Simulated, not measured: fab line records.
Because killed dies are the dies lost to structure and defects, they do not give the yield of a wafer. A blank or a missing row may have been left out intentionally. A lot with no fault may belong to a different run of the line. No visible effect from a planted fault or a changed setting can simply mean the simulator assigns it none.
Matching of chambers ; flow n5Finfet ; 4 sister chambers for N5_MOL_CONTACT_COAG_ETCH_106 on rieDiel-06
The step etches SOC in N2/H2, target depth 80 nm, overetch 16 nm, time 120 s. 4 wafers are shown with their chamber, then 10 later ones without.

## WAFERS, EACH WITH ITS CHAMBER
wafer;chamber;showerheadPlenumPTorr (Torr)
L088.2;2;2.62
L090.3;1;2.42
L091.1;0;2.40
L091.2;3;2.44

## WAFERS WITH NO CHAMBER GIVEN
wafer;showerheadPlenumPTorr (Torr)
L091.3;2.42
L092.3;2.40
L092.5;2.42
L092.6;2.40
L094.1;2.43
L094.4;2.40
L094.6;2.42
L096.2;2.62
L096.4;2.40
L096.6;2.43

## CHAMBER TAKEN BY EACH
wafer;from the rows above;in truth
L091.3;1;1
L092.3;0;0
L092.5;1;1
L092.6;0;0
L094.1;can't be placed: 3 or 1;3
L094.4;0;0
L094.6;1;1
L096.2;2;2
L096.4;0;0
L096.6;can't be placed: 3 or 1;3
Placed correctly: 8 of 10. Unplaceable from these rows: 2, with the true chamber sitting among the candidates in 2. 0 placed wrongly.
How it was worked out, from the rows above alone: a wafer's distance from a chamber is the root of the sum, over the readings, of the square of ((its reading less the chamber's mean) divided by the reading's scatter). The wafer belongs to the nearest chamber; if the next one is less than 2 further off, it can't be placed. For every chamber, the mean is computed from those of its wafers that are shown. The scatter: root of mean squared gap, hidden wafer to nearest shown wafer, with one shown wafer a chamber.
